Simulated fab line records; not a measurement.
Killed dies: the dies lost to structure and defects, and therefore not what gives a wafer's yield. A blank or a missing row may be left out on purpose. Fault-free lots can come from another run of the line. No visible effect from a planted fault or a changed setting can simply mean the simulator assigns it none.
A lot that was struck, set against a sound lot | flow n5Finfet | 26 steps out of a route of 1938
Sound: these wafers, L595.1, L595.3, L595.4. Wafers L601.1, L601.3, L601.4 were the ones struck. At the end, the cause is stated.
Each step with rows lists, per side, the tool, then ch with its chambers, then its first start. Under that, the readings that differ: sound wafers | struck wafers | difference of the means | sigmas: that difference in standard deviations of wafers without a fault.
alike: readings whose means differ by less than 2 such deviations, and words and numbers that are the same on both sides. not compared: withheld readings, readings that some wafer has no value for, bounds like >300 that may hide the same value, and numbers for which the record gives no deviation and whose values overlap.
A row with sigmas, a row that says differs or no value, or rows on one side alone: a step with any of these is where the two part. Numbers that have no deviation but don't overlap get no sigmas and don't part them. A reading missing from all wafers of one side parts the sides only when that side holds two or more wafers.

N5_BEOL_M3_PRE_CLEAN_60: time 15 s.
  sound on cvdCo-01 ch 0,1,2, day 8 03:16; struck on cvdCo-01 ch 0,2, day 9 20:08
  alike: heaterPowerW
N5_BEOL_M3_CO_CAP_55: material Co, precursor CCTBA/H2, target thk 2 nm, time 102.1 s.
  sound on cvdCo-01 ch 0,1,2, day 8 03:19; struck on cvdCo-01 ch 0,2, day 9 20:10
  alike: heaterPowerW
then, 1 step without rows for these wafers: N5_BEOL_M3_PRE_CLEAN_56 (time 15 s).
N5_BEOL_M3_DEP_57: deposits SiCN from 3MS/NH3, target thk 8 nm, time 14 s.
  sound on pecvd-04 ch 0,2, day 8 03:26; struck on pecvd-03 ch 0,1, day 9 20:17
  alike: showerheadPlenumPTorr, throttleValvePct
N5_BEOL_M3_RS_MEAS_58: uses a four-point probe to measure.
  sound on filmMetro-01, day 8 03:30; struck on filmMetro-01, day 9 20:21
  alike: M3_RS
N5_BEOL_M3_INSPECT_59: inspects for defects (darkfield).
  sound on defectInspect-02, day 8 03:31; struck on defectInspect-02, day 9 20:23
  alike: rawDefectCount
then, 1 step without rows for these wafers: N5_BEOL_M4_ILD_DEP_00 (deposits SiOC from DEMS/O2, target thk 79 nm, time 15.3 s).
N5_BEOL_M4_THK_MEAS_01:
  sound on filmMetro-02, day 8 03:38; struck on filmMetro-02, day 9 20:29
  alike: M4_ILD_THK
N5_BEOL_M4_PECVD_72: deposits SiO2 from TEOS/O2, target thk 16 nm, time 18 s.
  sound on pecvd-02 ch 1,2, day 8 03:40; struck on pecvd-04 ch 0,1,2, day 9 20:32
  alike: heaterPowerW, showerheadPlenumPTorr, throttleValvePct
N5_BEOL_M4_HM_DEP_02: deposits TiN, target thk 20 nm.
  sound on pvdSputter-02, day 8 04:04; struck on pvdSputter-03, day 9 22:18
  alike: throttleValvePct
then, 2 steps without rows for these wafers: N5_BEOL_M4_COAT_61 (time 60 s, resist thk 60 nm); N5_BEOL_M4_COAT_62 (time 60 s, resist thk 12 nm).
N5_BEOL_M4_COAT_73: time 60 s, resist thk 5 nm.
  sound on lithoTrack-05 ch 0, day 8 04:12; struck on lithoTrack-05 ch 0, day 9 22:26
reading            | sound                | struck               | difference | sigmas
spinSpeedRpm (rpm) | 1499.8 1501.6 1500.4 | 1457.6 1458.6 1457.0 | -42.9      | -39
  alike: dispensePressureKPa, exhaustPa
then, 6 steps without rows for these wafers: N5_BEOL_M4_COAT_05 (resist thk 30 nm); N5_BEOL_M4_EBR_07; N5_BEOL_M4_SOFTBAKE_06 (time 60 s); N5_BEOL_M4_EXPOSE_08 (exposes mask M4); N5_BEOL_M4_PEB_09 (peb time 60 s); N5_BEOL_M4_DEVELOP_10 (develop time 30 s).
N5_BEOL_M4_CD_MEAS_11: the cd target is 16.79 nm.
  sound on cdSem-01 ch 0, day 8 04:35; struck on cdSem-01 ch 0, day 9 22:41
  alike: cdNm
N5_BEOL_M4_OVL_MEAS_12:
  sound on overlay-02 ch 0, day 8 04:37; struck on overlay-01 ch 0, day 9 22:43
  alike: M4_OVL
N5_BEOL_M4_INSPECT_13: inspects for defects (brightfield).
  sound on defectInspect-02, day 8 04:41; struck on defectInspect-01, day 9 22:47
reading        | sound       | struck      | difference | sigmas
rawDefectCount | 341 351 344 | 554 712 525 | +252       | +3
then, 1 step without rows for these wafers: N5_BEOL_M4_DESCUM_16 (chemistry O2, time 7 s).
N5_BEOL_M4_ETCH_74: etches underlayer in N2/H2, target depth 6.5 nm, time 5.2 s.
  sound on rieDiel-06 ch 1,2,3, day 8 04:45; struck on rieDiel-06 ch 0,2,3, day 9 22:51
reading                 | sound            | struck           | difference | sigmas
model.etch.depthNm (nm) | 5.001 5.01 5.014 | 5.082 5.07 5.068 | +0.065     | 
  alike: drypumpMotorCurrentA, etchRfOnTimeS, oesProductAu, rfVppV, showerheadPlenumPTorr, throttleValvePct
  not compared: rfHoursCounterH
then, 1 step without rows for these wafers: N5_BEOL_M4_ETCH_63 (etches SiARC in CF4, target depth 15.6 nm, time 26 s).
N5_BEOL_M4_RC_MEAS_101:
  sound on prober-02 ch 0, day 8 14:03; struck on prober-01 ch 0, day 10 08:14
reading        | sound                | struck               | difference | sigmas
IOFF_P (nA/um) | 0.141 0.159 0.137    | 0.210 0.211 0.183    | +0.056     | +2
VT_N (mV)      | 256.6 257.2 257.9    | 248.3 251.1 250.0    | -7.4       | -3
VT_P (mV)      | -257.9 -259.5 -257.8 | -252.3 -252.3 -251.6 | +6.3       | +2
  alike: DIBL_N, DIBL_P, IOFF_N, ION_N, ION_P, SS_N, SS_P

## WHERE THEY PART
Last at N5_BEOL_M4_RC_MEAS_101 as far as this record goes, first at N5_BEOL_M4_COAT_73.

WHY: what had been put in by the simulator
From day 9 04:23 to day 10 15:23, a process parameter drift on lithoTrack-05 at N5_BEOL_M4_COAT_73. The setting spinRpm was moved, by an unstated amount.
